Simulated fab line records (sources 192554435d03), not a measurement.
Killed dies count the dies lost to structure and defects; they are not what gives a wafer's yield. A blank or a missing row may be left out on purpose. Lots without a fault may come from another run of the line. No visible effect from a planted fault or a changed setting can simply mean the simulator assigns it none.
A lot that was struck, set against a sound lot + flow n5 finfet + 16 steps out of a route of 1938
Sound: these wafers, L224.1, L224.3, L224.6. The struck wafers were L233.5, L233.6. The cause comes at the end.
For every step that has rows: the tool of each side, followed by ch and its chambers, followed by its first start. Under that, the readings that differ: sound wafers + struck wafers + difference of the means + sigmas: that difference in standard deviations of wafers without a fault.
alike: a reading whose means differ by less than 2 such deviations, as well as words and numbers matching on both sides. not compared: withheld readings; readings where some wafer has no value; bounds like >300 that might hide an equal value; numbers whose values overlap and for which the record gives no deviation.
A row with sigmas, a row that says differs or no value, or rows on one side alone: a step with any of these is where the two part. Numbers that don't overlap but have no deviation are shown without sigmas and don't part them. A reading that every wafer of one side lacks parts them only if that side has two wafers or more.

first, 1 step without rows for these wafers: N5_BEOL_M4_SPUTTER_90 (material Cu, target thk 4.5 nm, time 8.29 s).
N5_BEOL_M4_ANNEAL_91: time 240 s.
  sound on pvd sputter-01 at day 9 13:32; struck on pvd sputter-03 at day 12 13:59
  alike: heater power w
N5_BEOL_M4_SPUTTER_92: material Cu, target thk 4.5 nm, time 8.29 s.
  sound on pvd sputter-01 at day 9 13:40; struck on pvd sputter-03 at day 12 14:05
  alike: throttle valve pct
N5_BEOL_M4_ANNEAL_93: time 240 s.
  sound on pvd sputter-01 at day 9 13:45; struck on pvd sputter-03 at day 12 14:12
  alike: heater power w
then, 5 steps without rows for these wafers: N5_BEOL_M4_SPUTTER_94 (material Cu, target thk 4.5 nm, time 8.29 s); N5_BEOL_M4_ANNEAL_95 (time 240 s); N5_BEOL_M4_SPUTTER_96 (material Cu, target thk 4.5 nm, time 8.29 s); N5_BEOL_M4_ECD_50 (material Cu, target thk 300 nm); N5_BEOL_M4_ANNEAL_51 (time 90 s).
N5_BEOL_M4_CMP_52: polishes, stops on SiOC, t overpolish 6.8 s, target thk 40 nm.
  sound on cmp-04 ch 0,1,2, day 9 14:37; struck on cmp-04 ch 2,3, day 12 15:08
  alike: barrier field endpoint s, motor current A, overpolish run s, time to endpoint s
N5_BEOL_M4_THK_MEAS_53: measures by xrf.
  sound on film metro-02 at day 9 14:54; struck on film metro-01 at day 12 15:17
  alike: M4_THK
N5_BEOL_M4_PRE_CLEAN_60: time 15 s.
  sound on cvd co-02 ch 0,1,2, day 9 14:56; struck on cvd co-01 ch 1,2, day 12 15:20
  alike: heater power w
N5_BEOL_M4_CO_CAP_55: material Co, precursor CCTBA/H2, target thk 2 nm, time 102.1 s.
  sound on cvd co-02 ch 0,1,2, day 9 14:59; struck on cvd co-01 ch 1,2, day 12 15:23
| reading                                   | sound             | struck      | difference | sigmas      |
|-------------------------------------------|-------------------|-------------|------------|-------------|
| run length s (s)                          | 125.2 125.0 125.0 | 177.3 177.6 | +52.4      | +99 or more |
| model.Co_of_BEOL_M4_CO_CAP_55.thk nm (nm) | 2 2 2             | 3 3.2       | +1         |             |
  alike: heater power w
then, 1 step without rows for these wafers: N5_BEOL_M4_PRE_CLEAN_56 (time 15 s).
N5_BEOL_M4_RC_MEAS_101:
  sound on prober-01 ch 0, day 9 15:13; struck on prober-01 ch 0, day 12 16:13
  alike: DIBL_N, DIBL_P, IOFF_N, IOFF_P, ION_N, ION_P, SS_N, SS_P, VT_N, VT_P
-- a jump in the record: the struck wafers' starts before and after are 4 days apart (it breaks off in module BEOL_M4 and resumes in module PASSIVATION, where the first step shown is number 1936 of the route) --
N5_PASSIVATION_PROBE_49:
  sound on prober-01 at day 14 04:49; struck on prober-02 at day 16 20:58
  alike: defect limited yield, killed_at_M0_to_M3, killed_at_M4_up, killed at contacts, killed at front end, killed at other, killed dies, killed open, killed short, sort_bin_5_function, sort_bin_6_memory, sort_bin_8_speed, sort n pass, sort yield pct

== WHERE THEY PART ==
Only at N5_BEOL_M4_CO_CAP_55, as far as this record shows. Later steps at which nothing parts them and some readings are alike: N5_BEOL_M4_RC_MEAS_101, N5_PASSIVATION_PROBE_49.

WHY: what had been put in by the simulator
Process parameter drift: cvd co-01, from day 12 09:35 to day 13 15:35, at N5_BEOL_M4_CO_CAP_55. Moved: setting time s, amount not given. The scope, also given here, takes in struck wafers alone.
